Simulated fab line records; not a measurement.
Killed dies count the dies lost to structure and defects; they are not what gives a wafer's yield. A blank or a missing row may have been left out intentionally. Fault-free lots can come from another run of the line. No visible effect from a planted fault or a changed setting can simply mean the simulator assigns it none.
fab line records	flow n5-finfet
record: lots: 24	wafers: 72	last-day: 19
route steps=1938 shown BEOL_M1@814 BEOL_M2@856
lots with no fault: from the same line, run without faults
start-h: the number of hours between the record's first day and the start of the first shown wafer of the lot	wait-h: time in hours since the lot's previous step	" identical to the entry in the row above	L1.1+2: one row covering several wafers at once	- no value present, or no start provided	* or withheld: withheld	< > ~ a bound
route shown NAME@n: NAME is a module with steps in the file, n the number in the route of the first one	usual: the fault-free wafers' mean and standard deviation	same: alike in all rows	chamber/n: place in a boat	sites: readings site by site	_std_site: the values' standard deviation	_edge_site: the outer-site mean with the inner-site mean subtracted	radius-mm: for every site, how far away it sits from the centre of the wafer	mask NAME#n: copy n	behind: the last tool/chamber to shape the wafer	hold: reason for holding the lot/hours on hold/outcome of the hold	device: names the non-switching transistor (n, p or np)	end of line: at the end of the route, the tests of the same wafers	a step without rows: its recipe alone	killed: dies lost to structure and defects at the first sort, not the wafer's yield	map: dies across one wafer; x = killed, . = not, _ = none there
set.NAME: the setting as run; set.NAME@STEP: as run at that earlier step	model.NAME: the simulator's own value behind a step, which no gauge read
route steps across a sampled set of lots; one table per step, one row per wafer
services: when a tool's chamber went out of use (start-h, in hours from the record's first day, below 0 if earlier), for how many hours, and the reason
== steps ==
step: N5_BEOL_M1_SPUTTER_48
recipe: material: Cu	target-thk-a: 45	temp-c: -20	chamber-pressure-pa: 0.07	power-w: withheld	time-s: 8.29
usual: chuck-gas-flow-sccm: 1.26/0.05	substrate-temp-c: -19.99/0.093	throttle-valve-pct: 30.2/0.98
lot.wafer	tool	chamber	start-h	wait-h	chuck-gas-flow-sccm	substrate-temp-c	throttle-valve-pct
L075.2	pvd-sputter-01	-	153.04	0.5	1.23	-19.90	30.7
L075.4	"	-	"	"	1.18	-19.99	30.2
L075.5	"	-	"	"	1.33	-19.96	28.1
L074.2	pvd-sputter-03	-	154.52	1.6	1.31	-20.01	30.1
L074.5	"	-	"	"	1.35	-20.04	29.9
L074.6	"	-	"	"	1.24	-20.05	30.6
L077.2	pvd-sputter-01	-	156.80	0.3	1.27	-20.17	28.1
L077.3	"	-	"	"	1.24	-20.07	30.7
L077.6	"	-	"	"	1.26	-20.09	28.3
L078.1	pvd-sputter-03	-	157.32	0.4	1.25	-19.98	30.1
L078.2	"	-	"	"	1.19	-19.88	31.6
L078.6	"	-	"	"	1.26	-20.09	31.6
L079.1	pvd-sputter-03	-	169.43	0.1	1.26	-20.02	31.8
L079.4	"	-	"	"	1.28	-20.07	29.9
L079.5	"	-	"	"	1.25	-20.08	31.6
L076.2	pvd-sputter-02	-	173.01	0.1	1.25	-20.05	31.7
L076.4	"	-	"	"	1.28	-19.97	30.0
L076.6	"	-	"	"	1.17	-20.05	30.0
L080.1	pvd-sputter-03	-	177.17	0.1	1.27	-19.89	29.8
L080.3	"	-	"	"	1.31	-19.96	31.6
L080.6	"	-	"	"	1.27	-20.13	30.1
L081.3	pvd-sputter-03	-	179.01	1.8	1.33	-19.90	31.4
L081.5	"	-	"	"	1.31	-19.88	29.9
L081.6	"	-	"	"	1.30	-20.07	30.2
L082.3	pvd-sputter-02	-	185.47	0.2	1.24	-19.82	31.9
L082.5	"	-	"	"	1.23	-19.93	30.5
L082.6	"	-	"	"	1.21	-20.02	29.8
L083.2	pvd-sputter-01	-	186.88	1.4	1.22	-19.92	29.9
L083.3	"	-	"	"	1.30	-19.99	30.8
L083.4	"	-	"	"	1.21	-19.88	28.2
L084.1	pvd-sputter-01	-	191.32	1.5	1.29	-20.02	30.6
L084.4	"	-	"	"	1.26	-19.99	29.9
L084.5	"	-	"	"	1.21	-19.94	30.3
L085.4	pvd-sputter-01	-	197.28	0.1	1.35	-20.08	30.3
L085.5	"	-	"	"	1.31	-19.98	30.0
L085.6	"	-	"	"	1.27	-20.04	28.0
L086.2	pvd-sputter-03	-	203.01	0.1	1.22	-19.85	31.6
L086.5	"	-	"	"	1.28	-19.85	31.3
L086.6	"	-	"	"	1.31	-19.94	29.7
L087.4	pvd-sputter-02	-	214.20	0.1	1.38	-20.07	31.9
L087.5	"	-	"	"	1.32	-20.09	31.8
L087.6	"	-	"	"	1.25	-19.92	29.9
L088.2	pvd-sputter-01	-	215.23	0.2	1.22	-19.84	30.6
L088.3	"	-	"	"	1.19	-19.93	30.3
L088.4	"	-	"	"	1.23	-20.01	29.9
L089.1	pvd-sputter-02	-	224.35	0.2	1.31	-20.14	29.8
L089.5	"	-	"	"	1.28	-19.92	31.9
L089.6	"	-	"	"	1.27	-20.17	29.8
L090.3	pvd-sputter-03	-	229.06	0.1	1.20	-19.98	31.3
L090.4	"	-	"	"	1.32	-20.00	31.5
L090.5	"	-	"	"	1.28	-19.88	31.2
L091.1	pvd-sputter-03	-	237.18	0.1	1.31	-20.05	31.6
L091.2	"	-	"	"	1.19	-19.94	31.4
L091.4	"	-	"	"	1.31	-20.07	30.1
L093.3	pvd-sputter-01	-	241.55	1.5	1.20	-20.13	30.6
L093.4	"	-	"	"	1.21	-19.98	28.2
L093.6	"	-	"	"	1.27	-19.85	29.9
L092.1	pvd-sputter-01	-	244.35	0.1	1.27	-19.98	30.7
L092.3	"	-	"	"	1.27	-19.98	28.2
L092.5	"	-	"	"	1.20	-20.06	30.1
L094.1	pvd-sputter-01	-	249.67	0.2	1.21	-19.84	30.7
L094.2	"	-	"	"	1.21	-19.96	30.3
L094.5	"	-	"	"	1.28	-20.07	30.8
L096.2	pvd-sputter-01	-	258.42	0.1	1.32	-19.95	30.7
L096.3	"	-	"	"	1.16	-19.94	28.1
L096.6	"	-	"	"	1.15	-19.92	30.2
L095.1	pvd-sputter-02	-	258.45	0.2	1.30	-19.98	29.1
L095.4	"	-	"	"	1.25	-20.10	29.7
L095.5	"	-	"	"	1.29	-19.91	31.9
L097.3	pvd-sputter-02	-	267.00	0.1	1.21	-20.13	30.5
L097.4	"	-	"	"	1.35	-19.82	29.5
L097.5	"	-	"	"	1.31	-19.92	30.2
step: N5_BEOL_M2_INSPECT_13
recipe: mode: adi	inspect-instrument: brightfield
usual: raw-defect-count: 437/100
lot.wafer	tool	chamber	start-h	wait-h	raw-defect-count
L075.2	defect-inspect-01	-	157.00	0.1	341
L075.4	"	-	"	"	285
L075.5	"	-	"	"	376
L074.2	defect-inspect-01	-	159.75	0.0	328
L074.5	"	-	"	"	263
L074.6	"	-	"	"	419
L077.2	defect-inspect-01	-	161.93	0.0	366
L077.3	"	-	"	"	366
L077.6	"	-	"	"	342
L078.1	defect-inspect-02	-	162.44	0.1	369
L078.2	"	-	"	"	386
L078.6	"	-	"	"	313
L079.1	defect-inspect-01	-	175.72	0.1	477
L079.4	"	-	"	"	501
L079.5	"	-	"	"	473
L076.2	defect-inspect-02	-	176.72	0.0	373
L076.4	"	-	"	"	410
L076.6	"	-	"	"	276
L080.1	defect-inspect-01	-	181.28	0.1	547
L080.3	"	-	"	"	325
L080.6	"	-	"	"	539
L081.3	defect-inspect-01	-	182.53	0.0	475
L081.5	"	-	"	"	652
L081.6	"	-	"	"	538
L082.3	defect-inspect-01	-	189.35	0.0	583
L082.5	"	-	"	"	537
L082.6	"	-	"	"	577
L083.2	defect-inspect-02	-	192.56	0.0	323
L083.3	"	-	"	"	464
L083.4	"	-	"	"	409
L084.1	defect-inspect-01	-	195.71	0.1	590
L084.4	"	-	"	"	358
L084.5	"	-	"	"	516
L085.4	defect-inspect-02	-	202.89	0.0	535
L085.5	"	-	"	"	551
L085.6	"	-	"	"	493
L086.2	defect-inspect-02	-	207.09	0.0	484
L086.5	"	-	"	"	452
L086.6	"	-	"	"	640
L087.4	defect-inspect-02	-	219.19	0.0	444
L087.5	"	-	"	"	418
L087.6	"	-	"	"	380
L088.2	defect-inspect-01	-	219.78	0.0	392
L088.3	"	-	"	"	294
L088.4	"	-	"	"	415
L089.1	defect-inspect-02	-	228.78	0.1	555
L089.5	"	-	"	"	494
L089.6	"	-	"	"	362
L090.3	defect-inspect-02	-	233.23	0.0	493
L090.4	"	-	"	"	426
L090.5	"	-	"	"	353
L091.1	defect-inspect-01	-	243.12	0.1	525
L091.2	"	-	"	"	408
L091.4	"	-	"	"	446
L093.3	defect-inspect-01	-	247.22	0.0	283
L093.4	"	-	"	"	374
L093.6	"	-	"	"	301
L092.1	defect-inspect-02	-	249.12	0.1	322
L092.3	"	-	"	"	421
L092.5	"	-	"	"	413
L094.1	defect-inspect-01	-	254.16	0.1	436
L094.2	"	-	"	"	396
L094.5	"	-	"	"	461
L096.2	defect-inspect-02	-	262.16	0.0	401
L096.3	"	-	"	"	550
L096.6	"	-	"	"	449
L095.1	defect-inspect-01	-	264.28	0.1	433
L095.4	"	-	"	"	455
L095.5	"	-	"	"	359
L097.3	defect-inspect-01	-	271.03	0.0	512
L097.4	"	-	"	"	447
L097.5	"	-	"	"	373
step: N5_BEOL_M2_STRIP_19
recipe: chemistry: O2	power-w: 400	temp-c: 40	pressure-mtorr: 30	rf-frequency-hz: 6e+07	bias-power-w: 0	overash-fraction: 0.2	o2-flow-sccm: 225
usual: drypump-motor-current-A: 5.8/0.44	oes-product-au: 0.74/0.069	rf-vpp-V: 3.7/0.49	showerhead-plenum-p-Torr: 2.12/0.087	throttle-valve-pct: 16.77/0.23
lot.wafer	tool	chamber	start-h	wait-h	drypump-motor-current-A	oes-product-au	rf-hours-counter-h	rf-vpp-V	showerhead-plenum-p-Torr	throttle-valve-pct
L075.2	rie-diel-02	2	157.39	0.1	6.4	0.83	59	3.3	2.24	16.63
L075.4	"	1	"	"	5.8	0.73	194	3.5	2.17	16.90
L075.5	"	2	"	"	6.4	0.85	-	3.2	2.24	16.63
L074.2	rie-diel-02	1	160.14	0.1	5.8	0.72	194	4.5	2.17	16.90
L074.5	"	0	"	"	5.8	0.70	-	3.5	1.99	16.69
L074.6	"	1	"	"	5.8	0.72	-	3.2	2.17	16.89
L077.2	rie-diel-05	1	162.38	0.1	6.5	0.67	227	4.1	1.97	16.84
L077.3	"	3	"	"	6.1	0.76	156	4.4	2.08	16.71
L077.6	"	2	"	"	5.5	0.74	-	3.7	2.19	16.67
L078.1	rie-diel-05	0	162.84	0.1	5.6	0.70	201	3.3	2.09	17.12
L078.2	"	3	"	"	6.1	0.76	156	3.2	2.08	16.70
L078.6	"	3	"	"	6.1	0.76	-	3.8	2.08	16.72
L079.1	rie-diel-05	3	176.23	0.1	6.1	0.74	161	3.8	2.08	16.72
L079.4	"	0	"	"	5.6	0.70	205	4.4	2.09	17.11
L079.5	"	1	"	"	6.5	0.66	-	4.0	1.97	16.85
L076.2	rie-diel-05	0	177.11	0.1	5.6	0.69	206	4.2	2.09	17.14
L076.4	"	3	"	"	6.1	0.75	161	4.3	2.08	16.70
L076.6	"	1	"	"	6.5	0.67	-	3.3	1.97	16.85
L080.1	rie-diel-04	1	181.68	0.1	5.3	0.71	210	3.5	2.19	17.16
L080.3	"	0	"	"	5.6	0.80	84	3.2	2.03	16.33
L080.6	"	2	"	"	6.0	0.74	-	2.9	1.99	16.54
L081.3	rie-diel-04	1	183.00	0.1	5.3	0.72	211	3.3	2.19	17.15
L081.5	"	3	"	"	5.7	0.70	-	3.5	2.17	17.09
L081.6	"	0	"	"	5.6	0.80	-	4.4	2.03	16.36
L082.3	rie-diel-02	1	189.77	0.1	5.8	0.71	205	4.9	2.17	16.90
L082.5	"	2	"	"	6.4	0.82	-	3.8	2.23	16.66
L082.6	"	3	"	"	4.9	0.71	-	4.2	2.06	16.66
L083.2	rie-diel-04	0	193.19	0.1	5.6	0.80	88	4.0	2.03	16.35
L083.3	"	3	"	"	5.7	0.70	217	3.9	2.17	17.11
L083.4	"	1	"	"	5.3	0.71	215	3.8	2.19	17.17
L084.1	rie-diel-02	2	196.12	0.1	6.4	0.82	72	3.7	2.23	16.67
L084.4	"	1	"	"	5.8	0.70	206	4.4	2.17	16.91
L084.5	"	0	"	"	5.8	0.69	-	3.5	1.98	16.73
L085.4	rie-diel-05	3	203.50	0.1	6.1	0.74	173	3.4	2.08	16.73
L085.5	"	3	"	"	6.1	0.74	-	3.7	2.08	16.74
L085.6	"	2	"	"	5.5	0.72	-	4.2	2.19	16.71
L086.2	rie-diel-04	0	207.68	0.2	5.6	0.79	95	3.8	2.03	16.35
L086.5	"	2	"	"	6.1	0.73	-	3.7	1.99	16.58
L086.6	"	3	"	"	5.7	0.68	-	3.4	2.17	17.12
L087.4	rie-diel-02	2	219.82	0.1	6.4	0.82	-	3.0	2.23	16.67
L087.5	"	1	"	"	5.8	0.71	-	3.6	2.16	16.94
L087.6	"	3	"	"	4.9	0.70	-	3.9	2.05	16.66
L088.2	rie-diel-05	3	220.25	0.1	6.1	0.74	179	3.4	2.07	16.75
L088.3	"	1	"	"	6.5	0.66	246	4.0	1.96	16.87
L088.4	"	0	"	"	5.6	0.69	221	2.6	2.08	17.16
L089.1	rie-diel-05	3	229.18	0.1	6.1	0.73	182	3.6	2.07	16.75
L089.5	"	2	"	"	5.5	0.71	-	3.0	2.19	16.71
L089.6	"	3	"	"	6.1	0.74	-	4.1	2.07	16.74
L090.3	rie-diel-02	1	233.63	0.1	5.8	0.70	221	3.6	2.16	16.94
L090.4	"	3	"	"	4.9	0.70	234	3.4	2.05	16.70
L090.5	"	3	"	"	4.9	0.70	-	3.8	2.05	16.69
L091.1	rie-diel-02	1	243.72	0.2	5.8	0.70	223	4.4	2.16	16.94
L091.2	"	2	"	"	6.4	0.81	90	4.0	2.23	16.69
L091.4	"	3	"	"	4.9	0.71	238	3.7	2.05	16.67
L093.3	rie-diel-02	0	247.62	0.1	5.8	0.95	7	4.1	2.24	16.30
L093.4	"	3	"	"	4.9	0.70	239	3.9	2.05	16.71
L093.6	"	3	"	"	4.9	0.70	-	3.6	2.05	16.71
L092.1	rie-diel-02	2	249.52	0.1	6.4	0.79	91	3.1	2.22	16.68
L092.3	"	0	"	"	5.8	0.96	8	3.6	2.24	16.30
L092.5	"	2	"	"	6.4	0.80	-	4.0	2.22	16.69
L094.1	rie-diel-05	0	254.81	0.1	5.6	0.67	234	3.6	2.08	17.17
L094.2	"	2	"	"	5.5	0.71	227	3.9	2.18	16.74
L094.5	"	3	"	"	6.1	0.72	-	4.2	2.07	16.78
L096.2	rie-diel-02	2	262.68	0.1	6.4	0.79	97	2.6	2.22	16.70
L096.3	"	3	"	"	4.9	0.70	245	3.5	2.05	16.72
L096.6	"	1	"	"	5.8	0.70	-	4.2	2.16	16.96
L095.1	rie-diel-05	2	264.90	0.2	5.5	0.71	231	3.5	2.18	16.73
L095.4	"	0	"	"	5.6	0.68	237	3.6	2.08	17.18
L095.5	"	0	"	"	5.6	0.67	-	3.2	2.08	17.18
L097.3	rie-diel-05	1	271.93	0.1	6.5	0.96	6	3.5	2.22	16.45
L097.4	"	2	"	"	5.5	0.70	234	3.4	2.18	16.74
L097.5	"	3	"	"	6.1	0.72	-	4.3	2.07	16.78
step: N5_BEOL_M2_DESCUM_33
recipe: chemistry: O2	time-s: 7	source-power-w: 50	bias-power-w: 20	pressure-mtorr: 20	rf-frequency-hz: 2.712e+07	temp-c: 40	resist: CAR-EUV	o2-flow-sccm: 225
usual: drypump-motor-current-A: 5.8/0.44	oes-product-au: 0.73/0.059	rf-vpp-V: 243.3/1.5	showerhead-plenum-p-Torr: 2.10/0.09	throttle-valve-pct: 20.54/0.24
lot.wafer	tool	chamber	start-h	wait-h	drypump-motor-current-A	oes-product-au	rf-hours-counter-h	rf-vpp-V	showerhead-plenum-p-Torr	throttle-valve-pct
L075.2	rie-diel-04	3	157.91	0.0	5.7	0.71	205	243.9	2.17	20.79
L075.4	"	2	"	"	6.0	0.75	182	241.9	1.99	20.29
L075.5	"	0	"	"	5.6	0.81	-	242.1	2.03	20.09
L074.2	rie-diel-02	3	160.78	0.0	4.9	0.71	208	242.5	2.05	20.31
L074.5	"	2	"	"	6.4	0.83	-	245.8	2.23	20.47
L074.6	"	3	"	"	4.9	0.71	-	243.0	2.05	20.31
L077.2	rie-diel-05	0	163.02	0.0	5.6	0.70	201	243.1	2.08	20.90
L077.3	"	2	"	"	5.5	0.73	191	243.4	2.19	20.45
L077.6	"	2	"	"	5.5	0.74	-	243.8	2.19	20.43
L078.1	rie-diel-02	0	163.35	0.0	5.8	0.70	236	242.3	1.98	20.42
L078.2	"	2	"	"	6.4	0.84	61	244.9	2.23	20.45
L078.6	"	2	"	"	6.4	0.85	-	245.9	2.23	20.43
L079.1	rie-diel-02	1	177.75	0.0	5.8	0.72	200	244.5	2.17	20.64
L079.4	"	2	"	"	6.4	0.83	66	246.7	2.23	20.45
L079.5	"	1	"	"	5.8	0.71	-	245.4	2.17	20.65
L076.2	rie-diel-02	1	177.86	0.1	5.8	0.72	200	242.0	2.17	20.66
L076.4	"	3	"	"	4.9	0.72	213	243.6	2.05	20.33
L076.6	"	1	"	"	5.8	0.71	-	244.6	2.17	20.65
L080.1	rie-diel-05	0	182.26	0.1	5.6	0.70	208	242.9	2.08	20.89
L080.3	"	2	"	"	5.5	0.73	198	243.7	2.19	20.45
L080.6	"	2	"	"	5.5	0.74	-	246.3	2.19	20.46
L081.3	rie-diel-04	1	183.51	0.0	5.3	0.71	212	243.4	2.18	20.92
L081.5	"	2	"	"	6.0	0.74	-	242.0	1.99	20.31
L081.6	"	3	"	"	5.7	0.70	-	245.1	2.16	20.80
L082.3	rie-diel-05	1	191.35	0.0	6.5	0.66	237	242.0	1.96	20.57
L082.5	"	1	"	"	6.5	0.66	-	241.2	1.96	20.57
L082.6	"	0	"	"	5.6	0.69	-	242.4	2.08	20.91
L083.2	rie-diel-02	2	193.86	0.0	6.4	0.82	71	246.8	2.23	20.45
L083.3	"	1	"	"	5.8	0.71	206	244.9	2.16	20.64
L083.4	"	0	"	"	5.8	0.70	247	241.8	1.98	20.43
L084.1	rie-diel-02	2	196.94	0.3	6.4	0.82	72	246.4	2.23	20.47
L084.4	"	3	"	"	4.9	0.71	220	241.8	2.05	20.34
L084.5	"	3	"	"	4.9	0.71	-	242.8	2.05	20.33
L085.4	rie-diel-05	2	204.01	0.0	5.5	0.72	208	244.7	2.18	20.45
L085.5	"	0	"	"	5.6	0.69	-	243.1	2.08	20.92
L085.6	"	1	"	"	6.5	0.67	-	242.4	1.96	20.57
L086.2	rie-diel-02	2	208.43	0.3	6.4	0.82	77	245.5	2.23	20.46
L086.5	"	3	"	"	4.9	0.71	-	243.1	2.05	20.34
L086.6	"	1	"	"	5.8	0.70	-	244.5	2.16	20.66
L087.4	rie-diel-05	0	220.43	0.0	5.6	0.68	221	241.4	2.08	20.92
L087.5	"	0	"	"	5.6	0.68	-	242.7	2.08	20.94
L087.6	"	3	"	"	6.1	0.74	-	243.5	2.07	20.46
L088.2	rie-diel-05	0	220.89	0.0	5.6	0.69	221	242.5	2.08	20.93
L088.3	"	3	"	"	6.1	0.73	179	242.3	2.07	20.47
L088.4	"	2	"	"	5.5	0.72	214	243.9	2.18	20.49
L089.1	rie-diel-02	1	229.83	0.0	5.8	0.71	219	244.3	2.16	20.69
L089.5	"	1	"	"	5.8	0.70	-	244.8	2.16	20.66
L089.6	"	2	"	"	6.4	0.81	-	243.7	2.22	20.48
L090.3	rie-diel-05	2	234.26	0.0	5.5	0.71	219	244.1	2.18	20.49
L090.4	"	2	"	"	5.5	0.71	-	244.5	2.18	20.47
L090.5	"	0	"	"	5.6	0.68	-	242.7	2.08	20.92
L091.1	rie-diel-04	0	245.25	0.0	5.6	0.77	107	241.6	2.02	20.14
L091.2	"	2	"	"	6.1	0.72	212	241.5	1.98	20.32
L091.4	"	3	"	"	5.7	0.67	235	245.3	2.16	20.86
L093.3	rie-diel-04	0	248.37	0.2	5.6	0.77	108	243.6	2.02	20.12
L093.4	"	2	"	"	6.1	0.72	213	240.8	1.98	20.33
L093.6	"	1	"	"	5.3	0.69	-	243.7	2.17	20.98
L092.1	rie-diel-04	0	250.03	0.0	5.6	0.77	108	241.8	2.02	20.14
L092.3	"	2	"	"	6.0	0.72	214	240.8	1.98	20.31
L092.5	"	1	"	"	5.3	0.69	-	242.0	2.17	20.96
L094.1	rie-diel-02	1	255.52	0.2	5.8	0.69	228	243.9	2.16	20.70
L094.2	"	0	"	"	5.8	0.95	10	246.1	2.24	20.11
L094.5	"	1	"	"	5.8	0.69	-	245.9	2.16	20.70
L096.2	rie-diel-02	2	263.31	0.0	6.4	0.80	97	245.1	2.22	20.49
L096.3	"	3	"	"	4.9	0.69	245	242.6	2.04	20.37
L096.6	"	2	"	"	6.4	0.79	-	245.2	2.22	20.49
L095.1	rie-diel-04	0	265.54	0.0	5.6	0.77	114	240.5	2.02	20.12
L095.4	"	2	"	"	6.1	0.72	219	241.8	1.98	20.35
L095.5	"	1	"	"	5.3	0.69	-	244.1	2.17	20.97
L097.3	rie-diel-04	3	272.56	0.0	5.7	0.67	245	243.5	2.15	20.86
L097.4	"	1	"	"	5.3	0.69	242	243.2	2.17	20.98
L097.5	"	1	"	"	5.3	0.68	-	242.8	2.17	20.97
step: N5_BEOL_M2_ANNEAL_49
recipe: temp-c: 400	time-s: 240	ambient: vacuum
usual: heater-power-w: 840/83
lot.wafer	tool	chamber	start-h	wait-h	heater-power-w
L075.2	pvd-sputter-01	-	169.41	0.0	888
L075.4	"	-	"	"	856
L075.5	"	-	"	"	884
L074.2	pvd-sputter-01	-	172.40	0.0	880
L074.5	"	-	"	"	720
L074.6	"	-	"	"	872
L078.1	pvd-sputter-03	-	173.21	0.0	720
L078.2	"	-	"	"	942
L078.6	"	-	"	"	949
L077.2	pvd-sputter-01	-	174.24	0.0	884
L077.3	"	-	"	"	820
L077.6	"	-	"	"	785
L076.2	pvd-sputter-01	-	182.03	0.0	752
L076.4	"	-	"	"	851
L076.6	"	-	"	"	716
L079.1	pvd-sputter-03	-	182.38	0.0	724
L079.4	"	-	"	"	946
L079.5	"	-	"	"	936
L080.1	pvd-sputter-03	-	191.64	0.0	954
L080.3	"	-	"	"	784
L080.6	"	-	"	"	720
L081.3	pvd-sputter-01	-	195.52	0.0	883
L081.5	"	-	"	"	826
L081.6	"	-	"	"	717
L082.3	pvd-sputter-03	-	200.34	0.0	903
L082.5	"	-	"	"	967
L082.6	"	-	"	"	714
L083.2	pvd-sputter-01	-	203.03	0.0	694
L083.3	"	-	"	"	857
L083.4	"	-	"	"	830
L084.1	pvd-sputter-01	-	217.15	0.0	802
L084.4	"	-	"	"	721
L084.5	"	-	"	"	845
L085.4	pvd-sputter-03	-	220.65	0.0	941
L085.5	"	-	"	"	942
L085.6	"	-	"	"	901
L086.2	pvd-sputter-02	-	222.19	0.0	881
L086.5	"	-	"	"	765
L086.6	"	-	"	"	1013
L087.4	pvd-sputter-01	-	229.23	0.0	874
L087.5	"	-	"	"	713
L087.6	"	-	"	"	898
L088.2	pvd-sputter-03	-	241.84	0.0	958
L088.3	"	-	"	"	922
L088.4	"	-	"	"	782
L089.1	pvd-sputter-02	-	244.78	0.0	859
L089.5	"	-	"	"	902
L089.6	"	-	"	"	776
L090.3	pvd-sputter-02	-	249.54	0.0	922
L090.4	"	-	"	"	751
L090.5	"	-	"	"	880
L091.1	pvd-sputter-03	-	258.03	0.0	809
L091.2	"	-	"	"	905
L091.4	"	-	"	"	939
L093.3	pvd-sputter-03	-	272.99	0.0	912
L093.4	"	-	"	"	919
L093.6	"	-	"	"	966
L092.1	pvd-sputter-02	-	274.42	0.0	1017
L092.3	"	-	"	"	873
L092.5	"	-	"	"	774
L094.1	pvd-sputter-03	-	275.71	0.0	802
L094.2	"	-	"	"	943
L094.5	"	-	"	"	765
L096.2	pvd-sputter-01	-	280.86	0.0	835
L096.3	"	-	"	"	871
L096.6	"	-	"	"	819
L095.1	pvd-sputter-01	-	285.60	0.0	847
L095.4	"	-	"	"	727
L095.5	"	-	"	"	814
L097.3	pvd-sputter-01	-	288.84	0.0	846
L097.4	"	-	"	"	718
L097.5	"	-	"	"	807
step: N5_BEOL_M2_ANNEAL_89
recipe: temp-c: 400	time-s: 240	ambient: vacuum
usual: heater-power-w: 839/82
lot.wafer	tool	chamber	start-h	wait-h	heater-power-w
L075.2	pvd-sputter-01	-	170.29	0.0	893
L075.4	"	-	"	"	839
L075.5	"	-	"	"	881
L074.2	pvd-sputter-01	-	173.28	0.0	888
L074.5	"	-	"	"	723
L074.6	"	-	"	"	874
L078.1	pvd-sputter-03	-	174.09	0.0	720
L078.2	"	-	"	"	949
L078.6	"	-	"	"	947
L077.2	pvd-sputter-01	-	175.12	0.0	888
L077.3	"	-	"	"	814
L077.6	"	-	"	"	827
L076.2	pvd-sputter-01	-	182.91	0.0	715
L076.4	"	-	"	"	858
L076.6	"	-	"	"	732
L079.1	pvd-sputter-03	-	183.26	0.0	713
L079.4	"	-	"	"	958
L079.5	"	-	"	"	924
L080.1	pvd-sputter-03	-	192.52	0.0	935
L080.3	"	-	"	"	784
L080.6	"	-	"	"	686
L081.3	pvd-sputter-01	-	196.40	0.0	863
L081.5	"	-	"	"	856
L081.6	"	-	"	"	711
L082.3	pvd-sputter-03	-	201.22	0.0	925
L082.5	"	-	"	"	932
L082.6	"	-	"	"	704
L083.2	pvd-sputter-01	-	203.91	0.0	704
L083.3	"	-	"	"	875
L083.4	"	-	"	"	835
L084.1	pvd-sputter-01	-	218.03	0.0	826
L084.4	"	-	"	"	697
L084.5	"	-	"	"	811
L085.4	pvd-sputter-03	-	221.53	0.0	962
L085.5	"	-	"	"	941
L085.6	"	-	"	"	935
L086.2	pvd-sputter-02	-	223.07	0.0	885
L086.5	"	-	"	"	788
L086.6	"	-	"	"	977
L087.4	pvd-sputter-01	-	230.11	0.0	844
L087.5	"	-	"	"	715
L087.6	"	-	"	"	886
L088.2	pvd-sputter-03	-	242.72	0.0	951
L088.3	"	-	"	"	929
L088.4	"	-	"	"	764
L089.1	pvd-sputter-02	-	245.66	0.0	884
L089.5	"	-	"	"	920
L089.6	"	-	"	"	760
L090.3	pvd-sputter-02	-	250.42	0.0	885
L090.4	"	-	"	"	766
L090.5	"	-	"	"	866
L091.1	pvd-sputter-03	-	258.91	0.0	802
L091.2	"	-	"	"	931
L091.4	"	-	"	"	972
L093.3	pvd-sputter-03	-	273.87	0.0	928
L093.4	"	-	"	"	933
L093.6	"	-	"	"	945
L092.1	pvd-sputter-02	-	275.30	0.0	1002
L092.3	"	-	"	"	871
L092.5	"	-	"	"	778
L094.1	pvd-sputter-03	-	276.59	0.0	792
L094.2	"	-	"	"	942
L094.5	"	-	"	"	785
L096.2	pvd-sputter-01	-	281.74	0.0	845
L096.3	"	-	"	"	862
L096.6	"	-	"	"	862
L095.1	pvd-sputter-01	-	286.48	0.0	840
L095.4	"	-	"	"	709
L095.5	"	-	"	"	832
L097.3	pvd-sputter-01	-	289.72	0.0	862
L097.4	"	-	"	"	713
L097.5	"	-	"	"	824
== services ==
tool	chamber	start-h	hours	kind
pvd-sputter-02	-	134.88	5.2	repair
pvd-sputter-03	-	139.96	3.3	repair
rie-diel-04	0	146.11	2.5	repair
pvd-sputter-02	-	168.67	3.0	repair
rie-diel-02	0	205.33	-	clean
rie-diel-02	0	205.33	-	consumable-replace:focus-ring
rie-diel-02	0	205.33	-	consumable-replace:showerhead
rie-diel-02	0	205.33	23.1	scheduled-down
rie-diel-02	0	205.33	23.1	vent-cycle
rie-diel-05	1	232.24	-	clean
rie-diel-05	1	232.24	-	consumable-replace:focus-ring
rie-diel-05	1	232.24	-	consumable-replace:showerhead
rie-diel-05	1	232.24	23.2	scheduled-down
rie-diel-05	1	232.24	23.2	vent-cycle
rie-diel-02	1	236.01	1.8	repair
rie-diel-04	-	241.54	0.5	repair
rie-diel-02	-	268.92	2.8	pm
pvd-sputter-01	-	272.01	0.5	repair
rie-diel-02	3	279.76	-	clean
rie-diel-02	3	279.76	-	consumable-replace:focus-ring
rie-diel-02	3	279.76	24.2	scheduled-down
rie-diel-02	3	279.76	24.2	vent-cycle
rie-diel-04	3	284.47	-	clean
rie-diel-04	3	284.47	-	consumable-replace:focus-ring
== key ==
fault none
